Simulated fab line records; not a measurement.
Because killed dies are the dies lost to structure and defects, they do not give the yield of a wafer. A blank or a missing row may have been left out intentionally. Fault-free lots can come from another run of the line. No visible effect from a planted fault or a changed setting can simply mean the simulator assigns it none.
One fault seen from 2 desks | flow n5_finfet | every desk sees just its own numbers, and what lay behind them comes last

== DESK OF THE TOOL OWNER: rie_diel-06 ==
The tool's own readings at N5_BEOL_M6_ETCH_61 (etches SiARC in CF4, target depth 45.5 nm, time 75.8 s): means of the sampled wafers that have a number, for each lot that ran on this tool. The brackets show how far a lot's mean lies from the usual mean; more than 4 standard deviations puts the lot out of limits, marked OUT.
Columns: A = cf4_flow_sccm at N5_BEOL_M6_ETCH_61, usual 100.0 sccm; B = drypump_motor_current_A at N5_BEOL_M6_ETCH_61, usual 5.8 A; C = etch_rf_on_time_s at N5_BEOL_M6_ETCH_61, usual 75.6 s; D = oes_product_au at N5_BEOL_M6_ETCH_61, usual 0.66 a.u.; E = rf_vpp_V at N5_BEOL_M6_ETCH_61, usual 184.5 V; F = showerhead_plenum_p_Torr at N5_BEOL_M6_ETCH_61, usual 2.17 Torr; G = throttle_valve_pct at N5_BEOL_M6_ETCH_61, usual 15.66 %
lot  | first seen here | A     | B   | C               | D    | E     | F    | G
L469 | day 11 09:31    | 100.1 | 5.8 | 75.3            | 0.66 | 185.2 | 2.14 | 15.60
L474 | day 12 09:58    | 99.8  | 5.6 | 75.6            | 0.62 | 184.9 | 2.16 | 15.69
L472 | day 12 10:41    | 100.4 | 5.7 | 82.9 (+8.2) OUT | 0.59 | 184.9 | 2.16 | 15.69
This desk's finding: out of limits on L472; first on L472, day 12 10:41 (etch_rf_on_time_s at N5_BEOL_M6_ETCH_61). Within limits: L469, L474.

== METROLOGY DESK ==
Means of the sampled wafers that have a number, per lot and without regard to the tool the lot ran on: this is what the gauges read. The brackets show how far a lot's mean lies from the usual mean; more than 4 standard deviations puts the lot out of limits, marked OUT.
Columns: A = M5_RS at N5_BEOL_M5_RS_MEAS_57, usual 0.387 ohm/sq; B = cd_nm at N5_BEOL_M6_CD_MEAS_18, usual 40.0 nm
lot  | first seen here | A     | B
L469 | day 11 07:15    | 0.374 | 39.9
L470 | day 11 13:28    | 0.374 | 39.8
L474 | day 12 07:43    | 0.374 | 39.1
L472 | day 12 08:18    | 0.404 | 40.2
L477 | day 13 11:32    | 0.387 | 39.9
L480 | day 13 15:58    | 0.388 | 40.1
L485 | day 15 01:56    | 0.380 | 39.6
L484 | day 15 02:03    | 0.386 | 40.9
L483 | day 15 10:08    | 0.375 | 39.7
L488 | day 16 09:55    | 0.389 | 40.2
L487 | day 16 15:37    | 0.381 | 39.8
This desk found nothing out of limits on any of the 11 lots.

== PUT TOGETHER ==
On L472, at day 12 10:41, an alarm was possible from the tool owner's desk.
From the metrology desk's view, nothing was out of limits.
The metrology desk has L472 on record, within its limits.
All the named lots went through N5_BEOL_M6_ETCH_61 on rie_diel-06.

== WHAT THE SIMULATOR HAD INSERTED ==
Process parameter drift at N5_BEOL_M6_ETCH_61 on rie_diel-06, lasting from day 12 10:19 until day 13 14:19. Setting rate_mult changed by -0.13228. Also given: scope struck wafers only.
Shown lots that were struck: L472.
Delay in hours, fault start to first out-of-limits reading, by desk: the tool owner's desk at 0.
